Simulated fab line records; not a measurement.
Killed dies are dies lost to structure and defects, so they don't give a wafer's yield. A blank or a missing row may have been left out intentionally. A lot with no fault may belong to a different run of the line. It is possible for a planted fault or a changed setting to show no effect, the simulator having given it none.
Chamber matching | flow nand harc | 4 sister chambers for NHARC_P_GATE_DESCUM_61 on rie diel-03
The step chemistry O2, time 3 s. 16 wafers are shown with their chamber, then 8 later ones without.

WAFERS WITH THEIR CHAMBER
wafer  | chamber | drypump motor current A (A) | oes product au (a.u.) | rf vpp V (V)
L078.1 | 2       | 5.3                         | 1.001                 | 58.5
L078.5 | 3       | 6.2                         | 0.993                 | 58.7
L078.6 | 0       | 5.0                         | 0.992                 | 57.0
L083.3 | 0       | 5.0                         | 1.007                 | 58.3
L083.5 | 0       | 5.0                         | 0.995                 | 58.7
L083.6 | 3       | 6.2                         | 1.004                 | 58.0
L084.4 | 1       | 5.7                         | 0.992                 | 57.4
L084.5 | 1       | 5.8                         | 0.990                 | 57.7
L084.6 | 2       | 5.3                         | 1.010                 | 56.8
L085.1 | 1       | 5.8                         | 0.992                 | 55.9
L085.3 | 2       | 5.3                         | 1.004                 | 56.5
L085.5 | 2       | 5.3                         | 1.013                 | 57.4
L090.3 | 3       | 6.3                         | 0.989                 | 58.9
L090.4 | 0       | 5.0                         | 0.988                 | 58.3
L090.5 | 0       | 5.0                         | 0.993                 | 57.0
L092.1 | 0       | 5.0                         | 0.993                 | 56.6

SIGNATURES (means of the wafers above)
reading                 | chamber 0 | chamber 1 | chamber 2 | chamber 3 | scatter within a chamber
drypump motor current A | 5.000     | 5.767     | 5.300     | 6.233     | 0.0333
oes product au          | 0.99467   | 0.99133   | 1.00700   | 0.99533   | 0.00593
rf vpp V                | 57.650    | 57.000    | 57.300    | 58.533    | 0.844
Rule: distance of a wafer from a chamber = root of the sum over the readings of ((wafer's reading minus chamber's mean) / reading's scatter) squared. The wafer belongs to the nearest chamber; if the next one is less than 2 further off, it can't be placed. How the scatter is found: for the shown wafers, subtract from each reading the mean of its chamber, square and add these, divide the total by (wafers less chambers), then take the root.

WAFERS WITH NO CHAMBER GIVEN
wafer  | drypump motor current A (A) | oes product au (a.u.) | rf vpp V (V)
L092.3 | 5.3                         | 0.989                 | 56.8
L092.6 | 5.7                         | 0.997                 | 57.4
L094.2 | 6.2                         | 1.004                 | 59.2
L094.3 | 5.3                         | 1.006                 | 58.9
L094.6 | 6.2                         | 0.998                 | 59.9
L097.1 | 5.3                         | 0.997                 | 59.3
L097.5 | 5.0                         | 1.005                 | 58.1
L097.6 | 6.2                         | 0.992                 | 58.9

THE CHAMBER EACH PASSED THROUGH
wafer  | from the rows above | in truth
L092.3 | 2                   | 2
L092.6 | 1                   | 1
L094.2 | 3                   | 3
L094.3 | 2                   | 2
L094.6 | 3                   | 3
L097.1 | 2                   | 2
L097.5 | 0                   | 0
L097.6 | 3                   | 3
Correct placement for 8 of the 8. Left unplaced by these rows: 0. Wrongly placed: 0.
